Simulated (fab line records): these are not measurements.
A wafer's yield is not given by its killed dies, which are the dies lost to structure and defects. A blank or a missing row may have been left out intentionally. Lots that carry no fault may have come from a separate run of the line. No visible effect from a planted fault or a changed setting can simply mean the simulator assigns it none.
fab line records    flow nandHarc
record lots=5  wafers=14  lastDay=22
route steps=1159 shown A_BONDPAD@1089 HYBRID_BOND@1094 THIN_TSV@1101 END@1159
lots that met no fault: from a run of the same line without faults
startH: start of the lot's first displayed wafer, in hours after the record's first day    waitH: how many hours have passed since the lot's step before this one    " unchanged from the row above    L1.1+2: a row that stands for several wafers    - no value, or no start given    * or withheld: withheld    < > ~ a bound
route shown NAME@n: a module of which the file shows steps, and the number in the route of the first    usual: the fault-free wafers' mean and standard deviation    same: alike in all rows    chamber/n: place in a boat    sites: the reading at each site    _std_site: the standard deviation of these    _edge_site: outer sites' mean less inner sites'    radiusMm: for every site, how far away it sits from the centre of the wafer    mask NAME#n: copy n    behind: tool/chamber where the wafer was last shaped    hold: why the lot was held/for how many hours/how that ended    device: the transistor (n, p or np) that didn't switch    end of line: the tests these same wafers got at the end of their route    a step with no rows: only its recipe    killed: at the first sort, the dies lost to defects and structure; wafer yield is something else    map: the dies of a wafer, with x for killed, . for not killed, _ for no die there
set.NAME: the setting the step ran with; set.NAME@STEP: the setting that earlier step ran with    model.NAME: the simulator's own value behind a step, which no gauge read
certain route steps with their lots: each step a table, each wafer a row
services: when a tool's chamber went out of use (startH, in hours from the record's first day, below 0 if earlier), for how many hours, and the reason
## steps
# step NHARC_A_BONDPAD_THK_MEAS_20
# recipe thkMeasGauge=xrf
# usual thkNm=170.1/1.5
lot.wafer  tool          chamber  startH  waitH  thkNm
L836.1     filmMetro-01  -        428.77  -      171.0
L836.3     "             -        "       "      172.0
L836.5     "             -        "       "      170.7
L840.2     filmMetro-01  -        450.29  -      170.8
L840.3     "             -        "       "      168.6
L840.4     "             -        "       "      169.1
L843.2     filmMetro-01  -        461.53  -      170.7
L843.3     "             -        "       "      171.3
L843.5     "             -        "       "      170.5
L846.3     filmMetro-02  -        471.62  -      168.4
L846.5     "             -        "       "      169.9
L846.6     "             -        "       "      168.3
L849.3     filmMetro-01  -        492.16  -      168.6
L849.6     "             -        "       "      169.0
# step NHARC_A_BONDPAD_SRD_21
# recipe timeS=30  tempC=23  dryTimeS=20  spinRpm=1500
# step NHARC_A_BONDPAD_INSPECT_23
# usual rawDefectCount=445/100
lot.wafer  tool              chamber  startH  waitH  rawDefectCount
L836.1     defectInspect-02  -        428.99  0.0    517
L836.3     "                 -        "       "      462
L836.5     "                 -        "       "      275
L840.2     defectInspect-01  -        450.52  0.0    364
L840.3     "                 -        "       "      536
L840.4     "                 -        "       "      391
L843.2     defectInspect-01  -        461.76  0.0    825
L843.3     "                 -        "       "      688
L843.5     "                 -        "       "      696
L846.3     defectInspect-02  -        471.82  0.0    361
L846.5     "                 -        "       "      398
L846.6     "                 -        "       "      387
L849.3     defectInspect-02  -        492.36  0.0    458
L849.6     "                 -        "       "      383
# step NHARC_HYBRID_BOND_ACTIVATE_00
# recipe timeS=60  n2FlowSccm=200  arFlowSccm=0  biasPowerW=0  chemistry=N2
# usual drypumpMotorCurrentA=5.7/0.51  oesProductAu=0.994/0.0078  rfVppV=63.9/0.8  showerheadPlenumPTorr=1.73/0.077
lot.wafer  tool        chamber  startH  waitH  drypumpMotorCurrentA  oesProductAu  rfHoursCounterH  rfVppV  showerheadPlenumPTorr
L836.3     rieDiel-09  0        429.05  0.1    6.3                   1.008         16               63.2    1.67
L836.1     "           3        "       "      6.0                   0.993         17               63.0    1.70
L836.5     "           1        "       "      4.9                   1.003         -                64.5    1.84
L840.3     rieDiel-04  2        450.69  0.2    5.4                   0.994         61               64.3    1.66
L840.4     "           3        "       "      6.1                   0.995         56               64.0    1.82
L840.2     "           0        "       "      6.1                   0.989         56               63.6    1.77
L843.3     rieDiel-09  0        461.84  0.1    6.3                   1.001         3                63.1    1.66
L843.2     "           1        "       "      4.9                   1.002         3                63.4    1.84
L843.5     "           3        "       "      6.0                   0.998         -                64.9    1.70
L846.3     rieDiel-09  1        471.89  0.1    4.9                   0.998         4                63.4    1.84
L846.6     "           0        "       "      6.3                   0.994         -                64.7    1.66
L846.5     "           1        "       "      4.9                   0.993         -                65.0    1.84
L849.3     rieDiel-09  0        492.42  0.1    6.4                   0.999         6                62.9    1.66
L849.6     "           1        "       "      4.9                   0.987         -                64.3    1.84
# step NHARC_HYBRID_BOND_PRECLEAN_01
# recipe timeS=300  tempC=23  chemistry=DIW
# step NHARC_HYBRID_BOND_SRD_02
# recipe timeS=30  tempC=23  dryTimeS=20  spinRpm=1500
# step NHARC_HYBRID_BOND_BOND_03
# recipe tempC=25
# step NHARC_HYBRID_BOND_ANNEAL_04
# recipe tempC=300  timeS=7200  rampUpCPerMin=5  rampDownCPerMin=3  idleTempC=100  pressureAtm=1
# step NHARC_HYBRID_BOND_OVL_MEAS_05
# usual overlayXNm=3/31  overlayYNm=1/32
lot.wafer  tool        chamber  startH  waitH  overlayXNm  overlayYNm
L836.1     overlay-01  -        438.78  0.4    -13         72
L836.3     "           -        "       "      23          35
L836.5     "           -        "       "      -20         0
L840.2     overlay-02  -        462.73  0.4    -14         3
L840.3     "           -        "       "      -14         2
L840.4     "           -        "       "      -4          -52
L843.2     overlay-02  -        471.91  0.4    -28         34
L843.3     "           -        "       "      -17         -30
L843.5     "           -        "       "      -48         -41
L846.3     overlay-01  -        481.49  0.4    -37         28
L846.5     "           -        "       "      -33         60
L846.6     "           -        "       "      -28         -2
L849.3     overlay-01  -        510.42  0.4    1           -26
L849.6     "           -        "       "      -33         60
# step NHARC_HYBRID_BOND_INSPECT_06
# recipe inspectInstrument=irVoid
# usual rawDefectCount=31/15
lot.wafer  tool              chamber  startH  waitH  rawDefectCount
L836.1     defectInspect-01  -        438.83  0.0    15
L836.3     "                 -        "       "      16
L836.5     "                 -        "       "      15
L840.2     defectInspect-01  -        462.79  0.1    48
L840.3     "                 -        "       "      46
L840.4     "                 -        "       "      47
L843.2     defectInspect-02  -        471.97  0.1    19
L843.3     "                 -        "       "      10
L843.5     "                 -        "       "      12
L846.3     defectInspect-01  -        481.56  0.1    13
L846.5     "                 -        "       "      14
L846.6     "                 -        "       "      8
L849.3     defectInspect-02  -        510.47  0.1    50
L849.6     "                 -        "       "      48
# step NHARC_THIN_TSV_GRIND_00
# recipe targetThkUm=6
# usual motorCurrentA=12.002/0.023
lot.wafer  tool        chamber  startH  waitH  motorCurrentA
L836.1     grinder-01  0        438.98  0.1    12.069
L836.3     "           0        "       "      11.954
L836.5     "           0        "       "      11.978
L840.2     grinder-01  0        463.14  0.3    11.977
L840.3     "           0        "       "      11.991
L840.4     "           0        "       "      12.022
L843.2     grinder-01  0        472.32  0.3    12.037
L843.3     "           0        "       "      12.004
L843.5     "           0        "       "      11.998
L846.3     grinder-01  0        484.48  2.9    11.963
L846.5     "           0        "       "      12.016
L846.6     "           0        "       "      12.017
L849.3     grinder-01  0        511.02  0.5    11.992
L849.6     "           0        "       "      12.002
# step NHARC_THIN_TSV_CMP_01
# recipe targetThkUm=3
# usual motorCurrentA=12.2/1.1  retainingRingPressureFrac=1.000/0.0049  slurryFilterDpKPa=13.49/0.13
lot.wafer  tool    chamber  startH  waitH  motorCurrentA  retainingRingPressureFrac  slurryFilterDpKPa
L836.1     cmp-01  2        440.21  1.0    11.6           0.996                      13.38
L836.3     "       0        "       "      12.0           0.999                      13.66
L836.5     "       2        "       "      11.5           1.002                      13.61
L840.4     cmp-04  1        464.21  0.5    11.9           0.999                      13.49
L840.2     "       2        "       "      14.2           0.998                      13.41
L840.3     "       3        "       "      12.1           0.998                      13.57
L843.3     cmp-02  3        473.39  0.7    12.1           0.994                      13.41
L843.2     "       0        "       "      11.8           0.993                      13.44
L843.5     "       2        "       "      14.0           1.001                      13.56
L846.3     cmp-02  0        485.36  0.7    11.6           0.994                      13.61
L846.5     "       2        "       "      14.3           1.002                      13.44
L846.6     "       3        "       "      11.3           1.006                      13.38
L849.3     cmp-04  0        511.93  0.7    10.9           0.993                      13.53
L849.6     "       2        "       "      13.9           1.002                      13.24
# step NHARC_THIN_TSV_THK_MEAS_02
# recipe thkMeasGauge=ir
# usual thkNm=2993/250
lot.wafer  tool          chamber  startH  waitH  thkNm
L836.1     filmMetro-02  -        440.47  0.2    3670
L836.3     "             -        "       "      3610
L836.5     "             -        "       "      3434
L840.2     filmMetro-01  -        464.45  -      3491
L840.3     "             -        "       "      3208
L840.4     "             -        "       "      3291
L843.2     filmMetro-01  -        473.63  -      2806
L843.3     "             -        "       "      2700
L843.5     "             -        "       "      3057
L846.3     filmMetro-02  -        485.58  0.2    2631
L846.5     "             -        "       "      2742
L846.6     "             -        "       "      2805
L849.3     filmMetro-01  -        512.12  -      0
L849.6     "             -        "       "      2693
# step NHARC_THIN_TSV_SRD_03
# step NHARC_END_SORT_01
# recipe tempC=25
# usual defectLimitedYield=95.6/1.6  killedAtArray=26/10  killedAtOther=0.8/1.1  killedAtPeriphery=3.3/2.6  killedDies=30/11  killedOpen=3.4/1.8  killedShort=2.0/1.3  sort_bin_2_pct=1.4/0.6  sort_bin_3_pct=0.22/0.19  sort_bin_4_pct=2.8/1.1  sortNPass=647/11  sortRimYieldPct=95.8/3  sortYieldPct=95.6/1.6
# same grossDies=677  sort_bin_5_pct[%]=0  sort_bin_6_pct[%]=0  sort_bin_7_pct[%]=0  sort_bin_8_pct[%]=0  sortRimNGross=106.00
lot.wafer  tool       chamber  startH  waitH  defectLimitedYield[%]  killedAtArray  killedAtOther  killedAtPeriphery  killedDies  killedOpen  killedShort  sort_bin_2_pct[%]  sort_bin_3_pct[%]  sort_bin_4_pct[%]  sortNPass  sortRimYieldPct[%]  sortYieldPct[%]
L849.3     prober-01  0        530.68  3.1    0                      38             636            3                  677         3           2            95.9               0                  4.1                0          0                   0
# killed by level:class
L849.3 THIN_TSV:areaCmp=636 A_SLIT:chamberFilmFlake=16 A_CONTACT:chamberFilmFlake=9 A_CHANNEL_HOLE_D1:chamberFilmFlake=4 P_M1:chamberFilmFlake=3 A_CONTACT:geometricParticle:open=2 A_STAIRCASE:chamberFilmFlake=2 A_BONDPAD:chamberFilmFlake=2
# map L849.3 (x killed, . not)
____________x____________
_________xxxxxxx_________
_______xxxxxxxxxxx_______
______xxxxxxxxxxxxx______
_____xxxxxxxxxxxxxxx_____
____xxxxxxxxxxxxxxxxx____
____xxxxxxxxxxxxxxxxx____
___xxxxxxxxxxxxxxxxxxx___
___xxxxxxxxxxxxxxxxxxx___
__xxxxxxxxxxxxxxxxxxxxx__
__xxxxxxxxxxxxxxxxxxxxx__
_xxxxxxxxxxxxxxxxxxxxxxx_
_xxxxxxxxxxxxxxxxxxxxxxx_
_xxxxxxxxxxxxxxxxxxxxxxx_
_xxxxxxxxxxxxxxxxxxxxxxx_
_xxxxxxxxxxxxxxxxxxxxxxx_
xxxxxxxxxxxxxxxxxxxxxxxxx
xxxxxxxxxxxxxxxxxxxxxxxxx
xxxxxxxxxxxxxxxxxxxxxxxxx
xxxxxxxxxxxxxxxxxxxxxxxxx
xxxxxxxxxxxxxxxxxxxxxxxxx
_xxxxxxxxxxxxxxxxxxxxxxx_
_xxxxxxxxxxxxxxxxxxxxxxx_
_xxxxxxxxxxxxxxxxxxxxxxx_
_xxxxxxxxxxxxxxxxxxxxxxx_
_xxxxxxxxxxxxxxxxxxxxxxx_
__xxxxxxxxxxxxxxxxxxxxx__
__xxxxxxxxxxxxxxxxxxxxx__
___xxxxxxxxxxxxxxxxxxx___
___xxxxxxxxxxxxxxxxxxx___
____xxxxxxxxxxxxxxxxx____
____xxxxxxxxxxxxxxxxx____
_____xxxxxxxxxxxxxxx_____
______xxxxxxxxxxxxx______
_______xxxxxxxxxxx_______
_________xxxxxxx_________
____________x____________
# map L840.2 (x killed, . not)
____________.____________
_________..x...._________
_______.xx.......x_______
______x.x....x.....______
_____x.x.x.x........_____
____.....x...........____
____.x....x..........____
___...x...x.....xx....___
___....x......xxx.....___
__............xx..x....__
__.....xx...xx....x....__
_.............xx.x......_
_..............x........_
_..........x......x....._
_...x..................._
_........x.............._
.........................
..........x..............
........x.........x......
.........................
.........................
_......................._
_......x....x..........._
_......................._
_......x................_
_......................._
__.....................__
__.....................__
___...................___
___......x..x....x....___
____.................____
____.................____
_____x.............._____
______.............______
_______..........._______
_________......._________
____________.____________
## services
tool        chamber  startH  hours  kind
rieDiel-09  0        410.10  -      clean
rieDiel-09  1        410.10  -      clean
rieDiel-09  2        410.10  -      clean
rieDiel-09  3        410.10  -      clean
grinder-01  -        416.81  6.7    repair
cmp-02      -        422.63  4.0    pm
rieDiel-09  -        431.10  9.0    pm
rieDiel-09  0        431.10  9.0    ventCycle
rieDiel-09  1        431.10  9.0    ventCycle
rieDiel-09  2        431.10  9.0    ventCycle
rieDiel-09  3        431.10  9.0    ventCycle
cmp-04      -        431.47  1.5    repair
rieDiel-09  0        440.10  -      clean
rieDiel-09  1        440.10  -      clean
rieDiel-09  2        440.10  -      clean
cmp-02      -        464.07  1.8    repair
rieDiel-04  -        467.01  9.0    pm
grinder-01  -        469.31  2.0    repair
cmp-01      -        473.74  4.0    pm
cmp-02      -        477.84  1.7    repair
grinder-01  -        479.12  1.6    repair
rieDiel-04  0        494.21  23.0   repair
cmp-04      -        497.17  4.0    pm
cmp-02      -        511.81  2.4    repair
## key
firstSign step=NHARC_THIN_TSV_THK_MEAS_02  reading=thkNm  direction=down  sigmas=12  usual=2993  struck=0
effect step=NHARC_END_SORT_01  reading=killedAtOther  direction=up  sigmas=99+  usual=0.8  struck=636
moreKillsBornAt NHARC_THIN_TSV_CMP_01@cmp-04=636
metAt NHARC_THIN_TSV_GRIND_00
struckWafers L849.3
laterRowsLeftOut L849.3
onsetBetween 484.48 511.02
fault kind=processParameterDrift  tool=grinder-01  chamber=-  onsetH=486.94  steps=NHARC_THIN_TSV_GRIND_00  channel=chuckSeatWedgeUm  offset=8  shape=step  endH=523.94  scope=struckWafersOnly
# laterRowsLeftOut: the simulator's readings of these wafers behind a module that went badly wrong aren't trusted and aren't shown, but for the sort
